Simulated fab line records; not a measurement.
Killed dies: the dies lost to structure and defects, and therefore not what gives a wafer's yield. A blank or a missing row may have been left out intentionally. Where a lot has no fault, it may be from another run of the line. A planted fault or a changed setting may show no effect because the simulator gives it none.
What tool caused it? | flow n5-finfet | 24 lots with 72 wafers sampled at 6 steps, on a route of 1938 steps

WHAT THE GAUGES READ, wafer by wafer
N5_BEOL_M3_INSPECT_59: inspects for defects (darkfield). Usual: raw-defect-count at 81, with a standard deviation of 26.
lot  | measured     | on                | raw-defect-count | flag
L074 | day 7 08:31  | defect-inspect-01 | 72 57 61         |
L076 | day 8 02:13  | defect-inspect-02 | 113 124 146      |
L075 | day 8 08:53  | defect-inspect-02 | 119 106 122      |
L078 | day 9 01:34  | defect-inspect-02 | 91 115 98        |
L077 | day 9 13:13  | defect-inspect-01 | 57 82 43         |
L079 | day 9 22:39  | defect-inspect-01 | 111 83 98        |
L083 | day 10 05:47 | defect-inspect-02 | 120 69 96        |
L081 | day 10 06:55 | defect-inspect-02 | 93 57 71         |
L080 | day 10 11:36 | defect-inspect-01 | 92 62 118        |
L084 | day 10 17:17 | defect-inspect-02 | 58 51 68         |
L085 | day 10 21:29 | defect-inspect-01 | 33 60 49         |
L082 | day 10 23:24 | defect-inspect-02 | 97 102 72        |
L087 | day 10 23:57 | defect-inspect-01 | 49 39 60         |
L086 | day 11 04:39 | defect-inspect-01 | 101 53 114       |
L090 | day 11 15:31 | defect-inspect-02 | 147 133 87       |
L088 | day 11 18:04 | defect-inspect-02 | 47 60 64         |
L089 | day 12 04:43 | defect-inspect-02 | 73 59 70         |
L091 | day 12 12:01 | defect-inspect-02 | 57 81 34         |
L092 | day 12 15:29 | defect-inspect-02 | 125 88 124       |
L093 | day 12 22:32 | defect-inspect-01 | 76 91 81         |
L096 | day 13 04:35 | defect-inspect-02 | 86 113 64        |
L095 | day 13 06:12 | defect-inspect-02 | 115 90 78        |
L094 | day 13 06:34 | defect-inspect-01 | 84 56 85         |
L097 | day 13 19:46 | defect-inspect-02 | 118 92 72        |

N5_BEOL_M4_CD_MEAS_18: pitch 36 nm, target cd 18 nm. Usual: cd-nm at 17.9 nm, with a standard deviation of 0.3.
lot  | measured     | on        | cd-nm (nm)     | flag
L074 | day 7 14:02  | cd-sem-02 | 17.4 17.5 17.8 |
L076 | day 8 03:55  | cd-sem-01 | 17.4 18.1 17.8 |
L075 | day 8 10:19  | cd-sem-02 | 17.8 18.2 17.9 |
L078 | day 9 03:11  | cd-sem-02 | 17.9 17.6 17.6 |
L077 | day 9 16:43  | cd-sem-02 | 17.7 17.5 18.6 |
L079 | day 10 00:17 | cd-sem-01 | 17.5 17.6 17.8 |
L083 | day 10 07:47 | cd-sem-02 | 17.9 18.1 18.4 |
L081 | day 10 09:42 | cd-sem-02 | 17.8 18.3 18.0 |
L080 | day 10 13:03 | cd-sem-01 | 17.9 18.1 18.1 |
L084 | day 10 19:10 | cd-sem-02 | 18.3 18.3 18.1 |
L085 | day 11 00:06 | cd-sem-02 | 17.7 18.0 17.9 |
L082 | day 11 00:43 | cd-sem-02 | 18.0 18.0 17.5 |
L087 | day 11 04:44 | cd-sem-01 | 17.7 18.1 17.9 |
L086 | day 11 06:47 | cd-sem-01 | 18.0 18.1 17.3 |
L090 | day 11 17:56 | cd-sem-02 | 17.4 18.1 17.8 |
L088 | day 11 20:39 | cd-sem-03 | 18.2 18.1 18.0 |
L089 | day 12 07:10 | cd-sem-01 | 18.1 17.6 18.2 |
L091 | day 12 13:22 | cd-sem-02 | 18.2 17.4 18.1 |
L092 | day 12 17:36 | cd-sem-03 | 18.6 17.9 17.8 |
L093 | day 13 02:07 | cd-sem-01 | 18.3 18.3 18.0 |
L096 | day 13 06:38 | cd-sem-03 | 18.3 17.6 18.0 |
L095 | day 13 08:30 | cd-sem-03 | 18.1 18.0 18.1 |
L094 | day 13 08:56 | cd-sem-02 | 18.1 18.0 18.0 |
L097 | day 13 21:28 | cd-sem-03 | 17.9 17.9 18.4 |

N5_BEOL_M4_RS_MEAS_58: uses a four-point probe to measure. Usual: M4_RS gives 0.670 ohm/sq (standard deviation 0.026).
lot  | measured     | on            | M4_RS (ohm/sq)    | flag
L074 | day 8 02:18  | film-metro-01 | 0.676 0.668 0.643 |
L076 | day 8 19:50  | film-metro-01 | 0.703 0.690 0.708 |
L075 | day 9 11:00  | film-metro-01 | 0.684 0.669 0.672 |
L078 | day 9 16:57  | film-metro-02 | 0.668 0.679 0.674 |
L077 | day 9 23:35  | film-metro-01 | 0.612 0.644 0.636 |
L079 | day 10 15:18 | film-metro-01 | 0.680 0.673 0.657 |
L083 | day 10 15:50 | film-metro-02 | 0.709 0.644 0.671 |
L081 | day 10 18:26 | film-metro-02 | 0.678 0.713 0.691 |
L080 | day 10 18:49 | film-metro-01 | 0.684 0.684 0.706 |
L084 | day 11 11:10 | film-metro-02 | 0.705 0.677 0.695 |
L085 | day 11 23:37 | film-metro-02 | 0.682 0.672 0.676 |
L082 | day 11 07:52 | film-metro-01 | 0.657 0.652 0.662 |
L087 | day 11 11:53 | film-metro-01 | 0.649 0.642 0.641 |
L086 | day 12 05:23 | film-metro-01 | 0.660 0.644 0.638 |
L090 | day 12 09:57 | film-metro-02 | 0.666 0.662 0.689 |
L088 | day 12 12:50 | film-metro-02 | 0.682 0.700 0.714 |
L089 | day 12 20:40 | film-metro-01 | 0.692 0.644 0.685 |
L091 | day 13 11:35 | film-metro-01 | 0.662 0.675 0.700 |
L092 | day 13 11:42 | film-metro-02 | 0.685 0.654 0.663 |
L093 | day 13 12:22 | film-metro-01 | 0.672 0.687 0.633 |
L096 | day 13 19:08 | film-metro-02 | 0.668 0.652 0.669 |
L095 | day 14 02:59 | film-metro-02 | 0.681 0.638 0.645 |
L094 | day 13 20:56 | film-metro-01 | 0.616 0.616 0.649 |
L097 | day 14 19:37 | film-metro-02 | 0.647 0.707 0.654 |

TOOL THAT RAN EACH LOT (tool first, then ch and the chambers of the sampled wafers, then the start)
lot  | N5_BEOL_M4_ILD_DEP_00           | N5_BEOL_M4_HM_OPEN_17             | N5_BEOL_M4_ETCH_41
L074 | pecvd-04 ch 1,2, day 7 08:33    | rie-metal-01 ch 0,1, day 7 13:47  | rie-diel-03 ch 1,2, day 8 02:18 or earlier
L076 | pecvd-04 ch 0,1,2, day 8 02:16  | rie-metal-03 ch 0,1, day 8 03:43  | rie-diel-03 ch 1,2, day 8 19:50 or earlier
L075 | pecvd-02 ch 0,1, day 8 08:55    | rie-metal-01 ch 0,1, day 8 10:09  | rie-diel-01 ch 0,1,2, day 9 11:00 or earlier
L078 | pecvd-04 ch 0,1, day 9 01:36    | rie-metal-02 ch 1, day 9 02:59    | rie-diel-03 ch 0,2, day 9 16:57 or earlier
L077 | pecvd-02 ch 0,1, day 9 13:15    | rie-metal-02 ch 0,1, day 9 16:32  | rie-diel-01 ch 0,1, day 9 23:35 or earlier
L079 | pecvd-02 ch 1,2, day 9 22:41    | rie-metal-03 ch 0,1, day 10 00:01 | rie-diel-03 ch 1,3, day 10 15:18 or earlier
L083 | pecvd-03 ch 0,1, day 10 05:49   | rie-metal-03 ch 0,1, day 10 07:36 | rie-diel-06 ch 1,2, day 10 15:50 or earlier
L081 | pecvd-02 ch 0,1,2, day 10 06:57 | rie-metal-01 ch 0,1, day 10 09:25 | rie-diel-01 ch 2,3, day 10 18:26 or earlier
L080 | pecvd-02 ch 0,1, day 10 11:38   | rie-metal-02 ch 0,1, day 10 12:52 | rie-diel-03 ch 0,2,3, day 10 18:49 or earlier
L084 | pecvd-02 ch 0,1,2, day 10 17:20 | rie-metal-01 ch 1, day 10 18:58   | rie-diel-03 ch 0,1,3, day 11 11:10 or earlier
L085 | pecvd-03 ch 0,1,2, day 10 21:31 | rie-metal-03 ch 0, day 10 23:51   | rie-diel-01 ch 0,2,3, day 11 23:37 or earlier
L082 | pecvd-03 ch 0,2, day 10 23:26   | rie-metal-01 ch 0,1, day 11 00:31 | rie-diel-01 ch 0,1, day 11 07:52 or earlier
L087 | pecvd-02 ch 0,2, day 10 23:59   | rie-metal-01 ch 0,1, day 11 04:34 | rie-diel-01 ch 2,3, day 11 11:53 or earlier
L086 | pecvd-04 ch 0,1,2, day 11 04:41 | rie-metal-03 ch 0, day 11 06:31   | rie-diel-01 ch 1,2,3, day 12 05:23 or earlier
L090 | pecvd-03 ch 1,2, day 11 15:32   | rie-metal-03 ch 0, day 11 17:46   | rie-diel-06 ch 0,3, day 12 09:57 or earlier
L088 | pecvd-04 ch 0,1,2, day 11 18:06 | rie-metal-01 ch 0,1, day 11 20:28 | rie-diel-03 ch 1,2,3, day 12 12:50 or earlier
L089 | pecvd-04 ch 1,2, day 12 04:45   | rie-metal-03 ch 0, day 12 06:59   | rie-diel-01 ch 0,1, day 12 20:40 or earlier
L091 | pecvd-04 ch 0,1,2, day 12 12:03 | rie-metal-03 ch 0,1, day 12 13:11 | rie-diel-03 ch 0,1,2, day 13 11:35 or earlier
L092 | pecvd-04 ch 0,1, day 12 15:32   | rie-metal-03 ch 0,1, day 12 17:25 | rie-diel-01 ch 0,2, day 13 11:42 or earlier
L093 | pecvd-04 ch 1,2, day 12 22:34   | rie-metal-02 ch 1, day 13 01:53   | rie-diel-06 ch 1,3, day 13 12:22 or earlier
L096 | pecvd-02 ch 0,2, day 13 04:37   | rie-metal-03 ch 0,1, day 13 06:28 | rie-diel-03 ch 0,2,3, day 13 19:08 or earlier
L095 | pecvd-02 ch 0,2, day 13 06:15   | rie-metal-02 ch 0,1, day 13 08:18 | rie-diel-01 ch 2,3, day 14 02:59 or earlier
L094 | pecvd-04 ch 0,1, day 13 06:35   | rie-metal-02 ch 0,1, day 13 08:46 | rie-diel-01 ch 1,2,3, day 13 20:56 or earlier
L097 | pecvd-02 ch 0,1, day 13 19:48   | rie-metal-01 ch 0,1, day 13 21:17 | rie-diel-03 ch 0,2, day 14 19:37 or earlier
- N5_BEOL_M4_ILD_DEP_00: deposits SiOC from DEMS/O2, target thk 79 nm, time 15.3 s.
- N5_BEOL_M4_HM_OPEN_17: chemistry Cl2/BCl3, target TiN, target depth 20 nm, overetch 6 nm.
- N5_BEOL_M4_ETCH_41: etches SiCN in CH3F/O2, target depth 29.9 nm, time 52.5 s.

WHAT THE TOOLS THEMSELVES READ (means of the sampled wafers that have a number; where no wafer has one, the mark that the record gives instead)
N5_BEOL_M4_ILD_DEP_00. Usual: heater-power-w 433 W, standard deviation 57; showerhead-plenum-p-Torr 5.692 Torr, standard deviation 0.02; showerhead-vpp-V 1387 V, standard deviation 61; throttle-valve-pct 12.1 %, standard deviation 0.78.
lot  | tool     | heater-power-w (W) | showerhead-plenum-p-Torr (Torr) | showerhead-vpp-V (V) | throttle-valve-pct (%) | flag
L074 | pecvd-04 | 346                | 5.698                           | 1340                 | 13.4                   |
L076 | pecvd-04 | 376                | 5.672                           | 1392                 | 12.9                   |
L075 | pecvd-02 | 481                | 5.702                           | 1336                 | 12.3                   |
L078 | pecvd-04 | 426                | 5.665                           | 1439                 | 12.2                   |
L077 | pecvd-02 | 490                | 5.694                           | 1325                 | 12.3                   |
L079 | pecvd-02 | 438                | 5.709                           | 1387                 | 12.6                   |
L083 | pecvd-03 | 474                | 5.711                           | 1398                 | 12.7                   |
L081 | pecvd-02 | 489                | 5.697                           | 1393                 | 12.4                   |
L080 | pecvd-02 | 486                | 5.690                           | 1334                 | 12.3                   |
L084 | pecvd-02 | 457                | 5.705                           | 1385                 | 12.3                   |
L085 | pecvd-03 | 463                | 5.704                           | 1408                 | 12.1                   |
L082 | pecvd-03 | 427                | 5.697                           | 1409                 | 11.6                   |
L087 | pecvd-02 | 461                | 5.706                           | 1411                 | 12.3                   |
L086 | pecvd-04 | 381                | 5.672                           | 1383                 | 11.7                   |
L090 | pecvd-03 | 442                | 5.698                           | 1417                 | 11.3                   |
L088 | pecvd-04 | 391                | 5.673                           | 1386                 | 11.6                   |
L089 | pecvd-04 | 383                | 5.696                           | 1360                 | 11.4                   |
L091 | pecvd-04 | 377                | 5.684                           | 1384                 | 11.8                   |
L092 | pecvd-04 | 373                | 5.660                           | 1437                 | 12.3                   |
L093 | pecvd-04 | 385                | 5.693                           | 1338                 | 11.1                   |
L096 | pecvd-02 | 516                | 5.700                           | 1419                 | 12.3                   |
L095 | pecvd-02 | 452                | 5.699                           | 1412                 | 12.3                   |
L094 | pecvd-04 | 393                | 5.668                           | 1437                 | 12.2                   |
L097 | pecvd-02 | 485                | 5.693                           | 1323                 | 12.3                   |

N5_BEOL_M4_HM_OPEN_17. Usual: drypump-motor-current-A 6.0 A, standard deviation 0.38; he-backside-leak-sccm 3.5 sccm, standard deviation 0.31; mfc-cl2-sccm 53.25 sccm, standard deviation 0.16; oes-product-au 0.64 a.u., standard deviation 0.07; throttle-valve-pct 22.03 %, standard deviation 0.16.
lot  | tool         | drypump-motor-current-A (A) | he-backside-leak-sccm (sccm) | mfc-cl2-sccm (sccm) | oes-product-au (a.u.) | throttle-valve-pct (%) | flag
L074 | rie-metal-01 | 5.6                         | 3.5                          | 53.20               | 0.74                  | 21.90                  |
L076 | rie-metal-03 | 6.0                         | 3.6                          | 53.32               | 0.62                  | 22.18                  |
L075 | rie-metal-01 | 5.6                         | 3.3                          | 53.54               | 0.74                  | 21.88                  |
L078 | rie-metal-02 | 6.3                         | 3.4                          | 53.43               | 0.65                  | 21.93                  |
L077 | rie-metal-02 | 6.4                         | 3.7                          | 53.15               | 0.63                  | 21.94                  |
L079 | rie-metal-03 | 6.0                         | 3.3                          | 53.37               | 0.67                  | 22.08                  |
L083 | rie-metal-03 | 6.0                         | 3.5                          | 53.23               | 0.61                  | 22.20                  |
L081 | rie-metal-01 | 5.4                         | 3.3                          | 53.28               | 0.68                  | 21.89                  |
L080 | rie-metal-02 | 6.4                         | 3.4                          | 53.42               | 0.60                  | 21.97                  |
L084 | rie-metal-01 | 5.3                         | 3.2                          | 53.10               | 0.65                  | 21.87                  |
L085 | rie-metal-03 | 6.1                         | 3.7                          | 53.17               | 0.56                  | 22.30                  |
L082 | rie-metal-01 | 5.6                         | 3.2                          | 53.14               | 0.71                  | 21.91                  |
L087 | rie-metal-01 | 5.6                         | 3.5                          | 53.24               | 0.72                  | 21.90                  |
L086 | rie-metal-03 | 6.1                         | 3.7                          | 53.20               | 0.57                  | 22.29                  |
L090 | rie-metal-03 | 6.1                         | 3.7                          | 53.19               | 0.56                  | 22.32                  |
L088 | rie-metal-01 | 5.4                         | 3.4                          | 53.35               | 0.67                  | 21.89                  |
L089 | rie-metal-03 | 6.1                         | 3.7                          | 53.22               | 0.56                  | 22.31                  |
L091 | rie-metal-03 | 6.1                         | 3.3                          | 53.15               | 0.65                  | 22.08                  |
L092 | rie-metal-03 | 6.1                         | 3.6                          | 53.30               | 0.60                  | 22.19                  |
L093 | rie-metal-02 | 6.3                         | 3.7                          | 53.31               | 0.63                  | 21.94                  |
L096 | rie-metal-03 | 6.1                         | 3.5                          | 53.29               | 0.61                  | 22.20                  |
L095 | rie-metal-02 | 6.4                         | 3.6                          | 53.13               | 0.60                  | 22.00                  |
L094 | rie-metal-02 | 6.3                         | 4.4                          | 53.28               | 0.60                  | 21.98                  |
L097 | rie-metal-01 | 5.6                         | 3.4                          | 53.27               | 0.70                  | 21.93                  |

N5_BEOL_M4_ETCH_41. Usual: CH3F_flow_sccm 30.00 sccm, standard deviation 0.091; drypump-motor-current-A 5.7 A, standard deviation 0.35; oes-product-au 0.79 a.u., standard deviation 0.077; rf-vpp-V 297.6 V, standard deviation 1.6; showerhead-plenum-p-Torr 2.02 Torr, standard deviation 0.07; throttle-valve-pct 16.35 %, standard deviation 0.29.
lot  | tool        | CH3F_flow_sccm (sccm) | drypump-motor-current-A (A) | oes-product-au (a.u.) | rf-vpp-V (V) | showerhead-plenum-p-Torr (Torr) | throttle-valve-pct (%) | flag
L074 | rie-diel-03 | 30.04                 | 5.7                         | 0.82                  | 299.1        | 2.11                            | 16.28                  |
L076 | rie-diel-03 | 29.98                 | 5.7                         | 0.83                  | 299.4        | 2.11                            | 16.30                  |
L075 | rie-diel-01 | 30.06                 | 5.6                         | 0.80                  | 297.9        | 2.01                            | 16.35                  |
L078 | rie-diel-03 | 30.00                 | 5.9                         | 0.73                  | 298.9        | 2.07                            | 16.59                  |
L077 | rie-diel-01 | 30.07                 | 5.5                         | 0.83                  | 296.8        | 1.99                            | 16.18                  |
L079 | rie-diel-03 | 30.05                 | 5.6                         | 0.80                  | 298.7        | 2.05                            | 16.21                  |
L083 | rie-diel-06 | 30.08                 | 6.1                         | 0.78                  | 295.8        | 1.95                            | 16.66                  |
L081 | rie-diel-01 | 30.01                 | 6.0                         | 0.77                  | 298.2        | 2.03                            | 16.31                  |
L080 | rie-diel-03 | 30.05                 | 5.6                         | 0.73                  | 297.3        | 2.02                            | 16.58                  |
L084 | rie-diel-03 | 29.98                 | 5.6                         | 0.74                  | 297.8        | 2.02                            | 16.44                  |
L085 | rie-diel-01 | 29.99                 | 5.8                         | 0.80                  | 298.1        | 1.99                            | 16.35                  |
L082 | rie-diel-01 | 29.99                 | 5.5                         | 0.81                  | 297.1        | 1.99                            | 16.20                  |
L087 | rie-diel-01 | 29.96                 | 6.0                         | 0.82                  | 296.3        | 1.99                            | 16.08                  |
L086 | rie-diel-01 | 30.15                 | 5.8                         | 0.78                  | 297.3        | 2.01                            | 16.15                  |
L090 | rie-diel-06 | 29.88                 | 5.6                         | 0.77                  | 297.3        | 2.00                            | 16.37                  |
L088 | rie-diel-03 | 29.95                 | 5.5                         | 0.77                  | 297.7        | 2.03                            | 16.39                  |
L089 | rie-diel-01 | 30.02                 | 5.5                         | 0.80                  | 296.6        | 1.98                            | 16.23                  |
L091 | rie-diel-03 | 29.92                 | 5.8                         | 0.86                  | 299.3        | 2.08                            | 16.28                  |
L092 | rie-diel-01 | 30.03                 | 5.6                         | 0.79                  | 296.9        | 1.99                            | 16.61                  |
L093 | rie-diel-06 | 29.93                 | 5.7                         | 0.79                  | 297.0        | 1.96                            | 16.48                  |
L096 | rie-diel-03 | 30.00                 | 5.6                         | 0.91                  | 299.2        | 2.09                            | 16.31                  |
L095 | rie-diel-01 | 29.96                 | 6.0                         | 0.75                  | 298.1        | 2.02                            | 16.37                  |
L094 | rie-diel-01 | 29.93                 | 5.8                         | 0.78                  | 297.3        | 2.00                            | 16.17                  |
L097 | rie-diel-03 | 30.02                 | 5.9                         | 0.89                  | 297.6        | 2.06                            | 16.36                  |

THE ANSWER, worked out from the rows above alone
Rule: lot off if the mean of its wafers having a number is beyond 3 standard deviations from the usual mean. A lot without any number at a reading at which 4 lots or more have one is off too. Any other lot the step has rows for is counted as sound. The gauges are gone through in route order, then the tools' own readings, and for those a lot's mean is taken as printed above. At the first step where some lot is off, the reading lying furthest off is the one used; lots without a number count as furthest.
Nothing can be told from this: no lot is off at any reading shown.

WHAT WAS PUT IN BY THE SIMULATOR
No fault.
